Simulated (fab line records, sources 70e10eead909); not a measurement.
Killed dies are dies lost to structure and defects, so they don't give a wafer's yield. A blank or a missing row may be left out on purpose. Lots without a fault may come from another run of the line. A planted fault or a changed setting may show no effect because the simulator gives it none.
A struck lot beside a sound one | flow nand_harc | 14 steps out of a route of 1302
Sound: wafers L187.3, L187.4, L187.5. Struck: wafer L192.4. (L192.2, L192.3 of the same lot were not struck and are left out.) The cause comes at the end.
At each step with rows: each side's tool, then ch and its chambers, then its first start. Under that, the readings that differ: sound wafers | struck wafers | difference of the means | sigmas: that difference in standard deviations of wafers without a fault.
alike: readings whose means differ by less than 2 such deviations, and words and numbers that are the same on both sides. not compared: withheld readings, readings that some wafer has no value for, bounds like >300 that may hide the same value, and numbers for which the record gives no deviation and whose values overlap.
The two part at a step that has a row with sigmas, a row that says differs or no value, or rows on one side only. Numbers that don't overlap but have no deviation are shown without sigmas and don't part them. A reading that every wafer of one side lacks parts them only if that side has two wafers or more.

NHARC_A_ZERO_WELL_INSPECT_17:
  sound on defect_inspect-01, day 11 23:29; struck on defect_inspect-02, day 14 02:20
  alike: raw_defect_count
then, 3 steps without rows for these wafers: NHARC_A_SOURCE_PLATE_PRECLEAN_00 (cleans in HF-LAST, time 60 s); NHARC_A_SOURCE_PLATE_SRD_01; NHARC_A_SOURCE_PLATE_OXIDE_02 (material SiO2, target thk 10 nm, ox time 1362 s).
NHARC_A_SOURCE_PLATE_THK_MEAS_09: measures by ellipsometry.
  sound on film_metro-01, day 12 06:48; struck on film_metro-02, day 14 09:47
  alike: thk_nm
then, 3 steps without rows for these wafers: NHARC_A_SOURCE_PLATE_PVD_04 (deposits WSi2, target thk 50 nm); NHARC_A_SOURCE_PLATE_CVD_03 (deposits poly-Si, target thk 200 nm, time 4000 s); NHARC_A_SOURCE_PLATE_ANNEAL_05 (time 1800 s).
NHARC_A_SOURCE_PLATE_THK_MEAS_06: measures by ellipsometry.
  sound on film_metro-02, day 12 19:42; struck on film_metro-01, day 14 22:41
  alike: thk_nm
NHARC_A_SOURCE_PLATE_INSPECT_08:
  sound on defect_inspect-02, day 12 19:46; struck on defect_inspect-02, day 14 22:48
  alike: raw_defect_count
NHARC_A_ONON_D1_DEP_00: target thk 1000 nm.
  sound on pecvd_onon-01 ch 0, day 12 19:56; struck on pecvd_onon-01 ch 0, day 14 22:55
NHARC_A_ONON_D1_THK_MEAS_02: measures by ellipsometry.
  sound on film_metro-01, day 12 20:20; struck on film_metro-02, day 14 23:23
  reading     | sound          | struck | difference | sigmas
  thk_nm (nm) | 1006 1008 1008 | 1560   | +553       | +61
then, 1 step without rows for these wafers: NHARC_A_ONON_D1_DEP_03 (target thk 1000 nm).
-- the record jumps here: 16 days lie between the struck wafers' starts before and after (it left off in module A_ONON_D1 and takes up again in module END, whose first step shown is number 1302 of the route) --
NHARC_END_SORT_01:
  the record has rows for the struck wafers here (prober-02 ch 0, day 31 05:50) and none for the sound ones

WHERE THEY PART
First at NHARC_A_ONON_D1_THK_MEAS_02; last, within this record, at NHARC_END_SORT_01.

WHY: what the simulator had put in
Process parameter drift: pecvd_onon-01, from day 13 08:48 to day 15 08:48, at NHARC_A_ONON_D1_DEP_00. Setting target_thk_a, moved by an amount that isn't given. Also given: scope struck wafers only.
